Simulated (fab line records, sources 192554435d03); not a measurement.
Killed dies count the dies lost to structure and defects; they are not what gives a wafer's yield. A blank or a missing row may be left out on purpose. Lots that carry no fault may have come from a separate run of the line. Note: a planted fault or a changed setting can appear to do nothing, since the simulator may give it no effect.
Chamber matching | flow n5Finfet | N5_BEOL_M5_PRE_CLEAN_77 on cvdCo-02: 3 sister chambers
The step time 15 s. 6 wafers are shown with their chamber, then 10 later ones without.

== WAFERS PAIRED WITH THEIR CHAMBERS ==
wafer  | chamber | heaterPowerW (W)
L118.5 | 0       | 58
L119.2 | 1       | 79
L119.3 | 2       | 104
L119.4 | 0       | 58
L121.4 | 1       | 79
L121.5 | 2       | 105

== WAFERS MISSING THEIR CHAMBER ==
wafer  | heaterPowerW (W)
L121.6 | 58
L125.2 | 79
L125.3 | 107
L125.5 | 107
L128.1 | 58
L128.4 | 80
L128.6 | 107
L129.1 | 60
L129.3 | 108
L129.4 | 78

== WHICH CHAMBER EACH WENT THROUGH ==
wafer  | from the rows above | in truth
L121.6 | 0                   | 0
L125.2 | 1                   | 1
L125.3 | 2                   | 2
L125.5 | 2                   | 2
L128.1 | 0                   | 0
L128.4 | 1                   | 1
L128.6 | 2                   | 2
L129.1 | 0                   | 0
L129.3 | 2                   | 2
L129.4 | 1                   | 1
Placed correctly: 10 of 10. From these rows, 0 cannot be placed. 0 placed wrongly.
How it was worked out, from the rows above alone: a wafer's distance from a chamber is the root of the sum, over the readings, of the square of ((its reading less the chamber's mean) divided by the reading's scatter). The wafer belongs to the nearest chamber; if the next one is less than 2 further off, it can't be placed. Each chamber's mean is taken over the wafers shown for it. The scatter: the root of (the sum of the squares of (reading less its chamber's mean) over the shown wafers, divided by (wafers less chambers)).
